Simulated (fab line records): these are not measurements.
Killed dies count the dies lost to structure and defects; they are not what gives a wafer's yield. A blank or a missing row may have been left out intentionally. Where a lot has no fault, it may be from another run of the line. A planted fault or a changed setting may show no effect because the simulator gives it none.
fab line records    flow n5_finfet    part 2 of 2: steps 4 to 6 of 6
[record] lots = 21  wafers = 63  last_day = 18
route steps=1938 shown MOL_CONTACT_COAG@551
lots that met no fault: from a run of the same line without faults
start_h: start of the lot's first displayed wafer, in hours after the record's first day    wait_h: hours from the lot's prior step to this one    " same as the row above    L1.1+2: a single row standing in for several wafers    - either no value or no given start    * or withheld: withheld    < > ~ a bound
route shown NAME@n: a module of which the file shows steps, and the number in the route of the first    usual: the fault-free wafers' mean and standard deviation    same: alike in all rows    chamber/n: place in a boat    sites: the reading at each site    _std_site: the standard deviation of these    _edge_site: the outer-site mean with the inner-site mean subtracted    radius_mm: how far each site lies from the wafer's centre    mask NAME#n: copy n    behind: the last tool/chamber to shape the wafer    hold: reason for holding the lot/hours on hold/outcome of the hold    device: the n, p or np transistor that did not switch    end of line: tests run on the same wafers once the route is complete    a step given without rows: its recipe and nothing more    killed: dies that structure and defects cost at the first sort, which is not the same as the wafer's yield    map: the dies of a wafer, with x for killed, . for not killed, _ for no die there
set.NAME: setting as actually run; set.NAME@STEP: the setting as run at that earlier step    model.NAME: the simulator's own value behind a step, which no gauge read
the route's steps for a sample of lots (tables are steps, rows are wafers)
services: a tool's chamber out of use, with start hour (start_h, from the record's first day; less than 0 if before it), hours out, and reason
[[steps]]
[step N5_MOL_CONTACT_COAG_VIA_ETCH_117]
[recipe] chemistry = C4F6/O2  target_depth_a = 400  overetch_a = 80  mask_material = SOC  target = SiO2  bias_w = 455  pressure_mtorr = 10  time_s = 26  source_w = 325  Ar_flow_sccm = 300  C4F6_flow_sccm = 10  O2_flow_sccm = 10  ion_energy_ev = 575.3  ends = end_point
[usual] O2_flow_sccm = 10.00/0.03  bias_w = 454.9/1.4  drypump_motor_current_A = 5.8/0.53  oes_product_au = 0.69/0.075  rf_fwd_power_W = 319.6/1.6  rf_vpp_V = 1592/35  showerhead_plenum_p_Torr = 2.88/0.083  throttle_valve_pct = 41.1/0.37
lot.wafer  tool         chamber  start_h  wait_h  O2_flow_sccm  bias_w  drypump_motor_current_A  oes_product_au  rf_fwd_power_W  rf_hours_counter_h  rf_vpp_V  showerhead_plenum_p_Torr  throttle_valve_pct
L075.1     rie_diel-06  1        109.16   0.0     10.00         454.9   6.6                      0.66            320.8           177                 1640      2.94                      40.8
L075.3     "            2        "        "       9.98          456.2   6.3                      0.63            318.3           217                 1550      2.81                      41.1
L075.4     "            3        "        "       9.97          453.3   5.4                      0.63            322.0           242                 1541      2.68                      40.9
L077.1     rie_diel-01  3        117.58   0.0     10.04         455.0   6.6                      0.63            320.3           235                 1612      2.90                      41.1
L077.3     "            1        "        "       10.01         453.1   5.8                      0.61            320.3           230                 1533      2.72                      40.7
L077.6     "            1        "        "       9.99          454.2   5.8                      0.61            319.2           -                   1532      2.72                      40.7
L076.1     rie_diel-01  2        123.53   0.0     9.98          455.6   5.2                      0.78            320.7           35                  1598      3.01                      41.1
L076.3     "            3        "        "       10.01         455.2   6.6                      0.63            320.5           237                 1611      2.90                      41.1
L076.6     "            1        "        "       10.02         453.8   5.7                      0.61            320.2           -                   1534      2.72                      40.7
L078.2     rie_diel-06  3        126.77   0.0     10.08         453.6   5.4                      0.63            320.6           248                 1539      2.68                      40.9
L078.4     "            0        "        "       10.00         455.2   5.8                      0.63            320.3           199                 1637      2.95                      41.6
L078.5     "            0        "        "       10.02         453.7   5.8                      0.63            320.6           -                   1636      2.95                      41.6
L079.1     rie_diel-03  0        130.58   0.0     10.00         454.2   5.2                      0.83            319.0           17                  1604      2.87                      40.6
L079.3     "            3        "        "       9.99          456.0   6.0                      0.73            316.8           87                  1571      2.77                      41.2
L079.4     "            1        "        "       10.01         454.7   5.5                      0.66            318.3           167                 1588      2.92                      40.7
L080.2     rie_diel-01  3        139.22   0.0     9.99          452.7   6.6                      0.63            319.7           244                 1612      2.90                      41.1
L080.4     "            0        "        "       10.02         458.0   6.3                      0.71            321.4           99                  1592      2.98                      40.4
L080.5     "            0        "        "       10.01         457.0   6.3                      0.71            321.5           -                   1592      2.98                      40.4
L081.1     rie_diel-06  2        141.85   0.0     9.99          457.8   6.3                      0.63            319.0           229                 1549      2.81                      41.1
L081.4     "            1        "        "       10.00         454.1   6.6                      0.65            321.5           -                   1641      2.93                      40.8
L081.5     "            2        "        "       10.06         457.5   6.3                      0.63            316.9           -                   1550      2.81                      41.1
L082.1     rie_diel-03  0        155.13   0.0     9.97          455.5   5.2                      0.82            320.8           21                  1604      2.87                      40.6
L082.3     "            2        "        "       9.96          452.6   5.0                      0.74            317.2           64                  1558      2.91                      41.6
L082.5     "            3        "        "       9.95          454.9   6.0                      0.72            318.3           -                   1570      2.77                      41.2
L083.1     rie_diel-06  1        157.93   0.0     10.00         455.9   6.6                      0.65            320.9           197                 1639      2.93                      40.8
L083.5     "            2        "        "       9.96          457.3   6.3                      0.64            320.6           -                   1548      2.80                      41.1
L083.6     "            1        "        "       9.97          455.3   6.6                      0.65            320.8           -                   1639      2.93                      40.8
L084.2     rie_diel-06  0        163.40   0.0     10.00         456.1   5.8                      0.62            320.4           214                 1637      2.94                      41.7
L084.3     "            1        "        "       10.03         454.2   6.6                      0.64            321.8           200                 1639      2.93                      40.8
L084.5     "            2        "        "       9.97          455.1   6.3                      0.63            320.6           -                   1549      2.80                      41.1
L085.3     rie_diel-06  1        167.01   0.0     10.00         453.7   6.6                      0.64            321.5           201                 1639      2.93                      40.8
L085.5     "            2        "        "       9.99          452.6   6.3                      0.63            318.8           -                   1549      2.80                      41.1
L085.6     "            1        "        "       10.01         453.5   6.6                      0.64            321.9           -                   1639      2.93                      40.8
L087.2     rie_diel-06  0        178.04   0.0     10.08         454.4   5.7                      0.61            320.3           219                 1635      2.94                      41.7
L087.3     "            2        "        "       10.01         454.5   6.3                      0.63            319.3           243                 1548      2.80                      41.1
L087.5     "            0        "        "       10.06         453.7   5.7                      0.61            321.1           -                   1635      2.94                      41.6
L086.1     rie_diel-03  0        179.67   0.0     10.04         453.6   5.2                      0.80            319.8           29                  1605      2.87                      40.6
L086.3     "            1        "        "       9.96          451.9   5.5                      0.65            319.9           181                 1587      2.91                      40.8
L086.4     "            3        "        "       9.98          455.7   6.0                      0.72            317.8           100                 1570      2.77                      41.2
L089.1     rie_diel-06  2        195.26   0.0     9.92          455.1   6.3                      0.63            318.6           248                 1549      2.80                      41.1
L089.5     "            3        "        "       10.01         455.5   5.4                      0.86            320.1           -                   1566      3.02                      41.1
L089.6     "            0        "        "       10.03         455.0   5.7                      0.61            320.4           -                   1636      2.93                      41.7
L088.1     rie_diel-03  2        196.32   0.0     9.99          456.5   5.0                      0.72            314.8           77                  1558      2.90                      41.6
L088.4     "            1        "        "       10.05         457.0   5.5                      0.63            317.4           186                 1585      2.91                      40.8
L088.5     "            3        "        "       9.96          452.1   5.9                      0.71            317.7           -                   1570      2.77                      41.2
L091.3     rie_diel-06  1        200.65   0.0     9.97          454.7   6.6                      0.64            321.0           212                 1638      2.92                      40.9
L091.4     "            1        "        "       10.01         454.1   6.6                      0.64            321.5           -                   1638      2.93                      40.9
L091.6     "            0        "        "       9.96          455.0   5.7                      0.61            320.6           -                   1634      2.93                      41.7
L090.1     rie_diel-06  0        204.49   0.0     10.03         453.4   5.7                      0.62            319.4           228                 1636      2.93                      41.7
L090.3     "            1        "        "       10.02         454.6   6.6                      0.64            321.8           214                 1638      2.92                      40.9
L090.5     "            1        "        "       10.07         453.8   6.6                      0.64            320.4           -                   1639      2.92                      40.8
L093.3     rie_diel-03  2        222.49   0.0     9.95          453.5   5.0                      0.71            316.1           87                  1558      2.89                      41.6
L093.4     "            0        "        "       9.99          454.4   5.2                      0.77            321.0           45                  1605      2.86                      40.6
L093.6     "            3        "        "       10.02         453.6   6.0                      0.70            317.2           -                   1571      2.76                      41.2
L094.1     rie_diel-01  3        226.01   0.0     10.04         454.8   6.6                      0.83            317.1           7                   1612      2.89                      40.5
L094.5     "            0        "        "       9.94          453.7   6.3                      0.68            319.0           -                   1591      2.96                      40.5
L094.6     "            3        "        "       10.05         452.6   6.6                      0.82            319.7           -                   1611      2.89                      40.5
L095.2     rie_diel-06  2        231.45   0.0     9.97          453.7   6.3                      0.87            320.1           3                   1548      2.80                      40.4
L095.4     "            3        "        "       10.01         452.9   5.4                      0.82            321.1           21                  1567      3.01                      41.1
L095.6     "            1        "        "       9.99          455.2   6.6                      0.63            321.3           -                   1638      2.92                      40.9
L096.1     rie_diel-03  0        240.58   0.0     9.97          454.3   5.2                      0.77            320.6           53                  1602      2.85                      40.6
L096.5     "            3        "        "       10.04         457.5   5.9                      0.70            318.1           -                   1569      2.76                      41.2
L096.6     "            0        "        "       10.03         454.2   5.2                      0.77            320.4           -                   1604      2.85                      40.6
[step N5_MOL_CONTACT_COAG_STRIP_49]
[recipe] chemistry = N2/H2  time_s = 30  power_w = 1000  temp_c = 250  pressure_mtorr = withheld  n2_flow_sccm = 1750  h2_flow_sccm = 3250
[usual] drypump_motor_current_A = 5.9/0.31  heater_power_w = 352/35
lot.wafer  tool             chamber  start_h  wait_h  drypump_motor_current_A  heater_power_w  rf_hours_counter_h
L075.1     plasma_asher-02  0        109.37   -       6.3                      372             92
L075.3     "                0        "        "       6.3                      370             -
L075.4     "                1        "        "       5.8                      304             -
L077.1     plasma_asher-01  0        117.78   -       6.0                      401             45
L077.3     "                1        "        "       5.5                      334             -
L077.6     "                0        "        "       6.0                      407             -
L076.1     plasma_asher-02  0        123.73   -       6.3                      373             96
L076.3     "                0        "        "       6.3                      361             -
L076.6     "                1        "        "       5.8                      306             -
L078.2     plasma_asher-01  0        126.99   -       5.9                      399             47
L078.4     "                1        "        "       5.4                      340             -
L078.5     "                1        "        "       5.4                      327             -
L079.1     plasma_asher-02  0        130.78   -       6.3                      369             97
L079.3     "                0        "        "       6.3                      362             -
L079.4     "                1        "        "       5.8                      303             -
L080.2     plasma_asher-01  0        139.42   -       6.0                      393             49
L080.4     "                0        "        "       6.0                      396             -
L080.5     "                1        "        "       5.4                      337             -
L081.1     plasma_asher-02  1        142.06   -       5.8                      296             99
L081.4     "                0        "        "       6.3                      366             -
L081.5     "                1        "        "       5.8                      306             -
L082.1     plasma_asher-02  1        155.34   -       5.8                      305             101
L082.3     "                0        "        "       6.3                      363             -
L082.5     "                1        "        "       5.8                      311             -
L083.1     plasma_asher-01  1        158.13   -       5.5                      334             52
L083.5     "                0        "        "       6.0                      395             -
L083.6     "                1        "        "       5.5                      327             -
L084.2     plasma_asher-02  0        163.61   -       6.3                      355             103
L084.3     "                1        "        "       5.8                      308             -
L084.5     "                1        "        "       5.8                      305             -
L085.3     plasma_asher-01  1        167.23   -       5.4                      336             -
L085.5     "                0        "        "       6.0                      397             -
L085.6     "                1        "        "       5.5                      334             -
L087.2     plasma_asher-02  1        178.25   -       5.8                      309             106
L087.3     "                1        "        "       5.8                      311             -
L087.5     "                1        "        "       5.7                      307             -
L086.1     plasma_asher-01  0        179.87   -       6.0                      390             56
L086.3     "                1        "        "       5.5                      335             -
L086.4     "                0        "        "       6.0                      398             -
L089.1     plasma_asher-02  1        195.46   -       5.8                      304             108
L089.5     "                1        "        "       5.8                      302             -
L089.6     "                0        "        "       6.3                      376             -
L088.1     plasma_asher-01  0        196.53   -       6.0                      397             58
L088.4     "                1        "        "       5.4                      337             -
L088.5     "                1        "        "       5.4                      334             -
L091.3     plasma_asher-01  1        200.88   -       5.4                      334             -
L091.4     "                0        "        "       6.0                      399             -
L091.6     "                0        "        "       6.0                      403             -
L090.1     plasma_asher-02  0        204.70   -       6.3                      364             111
L090.3     "                0        "        "       6.3                      365             -
L090.5     "                0        "        "       6.3                      367             -
L093.3     plasma_asher-02  0        222.71   -       6.3                      363             -
L093.4     "                1        "        "       5.8                      308             -
L093.6     "                0        "        "       6.3                      366             -
L094.1     plasma_asher-02  0        226.21   -       6.3                      363             116
L094.5     "                1        "        "       5.8                      305             -
L094.6     "                0        "        "       6.3                      363             -
L095.2     plasma_asher-01  1        231.66   -       5.5                      342             65
L095.4     "                0        "        "       6.0                      397             -
L095.6     "                0        "        "       6.0                      396             -
L096.1     plasma_asher-02  1        240.79   -       5.8                      300             118
L096.5     "                1        "        "       5.7                      312             -
L096.6     "                0        "        "       6.3                      364             -
[step N5_MOL_CONTACT_COAG_CMP_52]
[recipe] stop_on = SiO2  t_overpolish_s = 1.5  post_cmp_clean = w_dilute_nh4oh  down_force_psi = 4  platen_rpm = 50.289  pad_velocity_m_s = 1.0006  target_thk_nm = 66.5
[usual] motor_current_A = 12.2/1.4  overpolish_run_s = 1.500/0.0085  time_to_endpoint_s = 12.9/2.8
lot.wafer  tool    chamber  start_h  wait_h  motor_current_A  overpolish_run_s  time_to_endpoint_s
L075.3     cmp-01  3        109.97   0.0     10.5             1.503             18.3
L075.4     "       0        "        "       11.2             1.491             15.7
L075.1     "       2        "        "       11.5             1.486             13.1
L077.3     cmp-01  2        118.75   0.1     11.5             1.512             9.0
L077.1     "       0        "        "       11.8             1.500             12.6
L077.6     "       2        "        "       11.3             1.509             8.7
L076.3     cmp-02  2        124.33   0.0     14.5             1.495             12.2
L076.1     "       1        "        "       11.6             1.488             12.7
L076.6     "       2        "        "       14.5             1.493             14.0
L078.2     cmp-02  0        127.60   0.0     12.9             1.510             7.7
L078.4     "       3        "        "       11.9             1.499             14.4
L078.5     "       1        "        "       11.3             1.496             12.9
L079.3     cmp-04  0        131.38   0.0     13.1             1.515             9.7
L079.4     "       1        "        "       11.0             1.500             12.4
L079.1     "       3        "        "       11.8             1.505             9.9
L080.2     cmp-02  3        140.23   0.2     12.1             1.499             16.6
L080.4     "       2        "        "       14.8             1.494             14.1
L080.5     "       3        "        "       11.3             1.501             16.5
L081.1     cmp-02  2        142.69   0.1     15.3             1.513             11.6
L081.4     "       0        "        "       12.9             1.486             8.0
L081.5     "       1        "        "       11.4             1.503             10.4
L082.3     cmp-04  2        155.93   0.0     10.4             1.509             18.1
L082.1     "       3        "        "       11.9             1.499             15.3
L082.5     "       3        "        "       11.9             1.490             13.4
L083.1     cmp-02  1        158.77   0.1     12.0             1.502             13.2
L083.6     "       0        "        "       12.7             1.503             7.3
L083.5     "       1        "        "       11.3             1.507             13.2
L084.3     cmp-02  1        164.30   0.1     11.0             1.498             12.9
L084.2     "       0        "        "       12.4             1.500             10.8
L084.5     "       1        "        "       11.7             1.494             15.5
L085.3     cmp-02  1        167.94   0.1     11.8             1.504             12.8
L085.5     "       0        "        "       12.7             1.498             10.4
L085.6     "       1        "        "       11.7             1.511             14.4
L087.3     cmp-02  1        179.17   0.0     11.8             1.504             14.7
L087.2     "       2        "        "       15.8             1.499             13.1
L087.5     "       2        "        "       15.1             1.502             13.0
L086.1     cmp-04  1        180.47   0.0     11.3             1.480             14.6
L086.4     "       3        "        "       12.5             1.503             11.7
L086.3     "       0        "        "       13.0             1.512             12.1
L089.1     cmp-04  2        196.17   0.1     10.6             1.518             18.3
L089.5     "       3        "        "       12.3             1.508             11.0
L089.6     "       0        "        "       13.7             1.501             12.0
L088.1     cmp-02  2        197.17   0.1     15.1             1.496             11.9
L088.4     "       0        "        "       12.8             1.524             12.6
L088.5     "       2        "        "       15.6             1.510             17.7
L091.4     cmp-04  0        201.82   0.0     13.5             1.483             13.3
L091.3     "       2        "        "       10.3             1.502             16.7
L091.6     "       1        "        "       11.2             1.501             13.9
L090.1     cmp-02  3        205.30   0.0     11.9             1.497             18.8
L090.3     "       1        "        "       10.7             1.503             15.7
L090.5     "       0        "        "       12.8             1.503             12.7
L093.3     cmp-04  2        223.29   0.0     10.8             1.500             14.4
L093.4     "       1        "        "       10.8             1.505             10.2
L093.6     "       3        "        "       13.0             1.499             7.8
L094.1     cmp-01  3        226.95   0.1     10.7             1.505             14.0
L094.6     "       1        "        "       13.4             1.490             11.4
L094.5     "       2        "        "       11.2             1.505             7.8
L095.4     cmp-04  1        232.33   0.1     10.9             1.505             14.9
L095.2     "       3        "        "       11.6             1.487             13.3
L095.6     "       0        "        "       14.3             1.510             9.4
L096.1     cmp-01  1        241.39   0.0     12.9             1.502             15.7
L096.5     "       1        "        "       13.2             1.482             15.9
L096.6     "       2        "        "       11.8             1.508             8.9
[[services]]
tool             chamber  start_h  hours  kind
pvd_sputter-01   -        82.06    1.2    repair
ald_sin-02       -        85.26    14.0   pm
rie_diel-06      0        95.43    9.2    repair
ald_sin-04       3        97.85    6.5    repair
rie_diel-01      0        107.19   29.5   repair
cmp-02           -        121.10   1.6    repair
ald_sin-04       0        132.35   10.1   repair
pvd_sputter-03   -        144.93   4.2    repair
cmp-04           -        153.99   1.2    repair
ald_sin-04       2        155.97   3.0    repair
cmp-04           -        158.51   4.0    pm
cmp-04           -        162.88   7.6    repair
rie_diel-06      2        169.03   5.1    repair
rie_diel-01      3        172.08   16.0   repair
rie_diel-01      1        175.77   9.0    repair
rie_diel-06      -        183.10   0.2    repair
cmp-02           -        183.37   4.0    pm
rie_diel-03      3        184.82   4.3    repair
plasma_asher-01  -        197.93   1.5    repair
cmp-02           -        223.26   4.3    pm
ald_sin-02       -        224.06   3.7    repair
cmp-02           -        227.88   1.6    repair
rie_diel-06      -        233.19   15.6   pm
cmp-04           -        236.65   5.7    pm
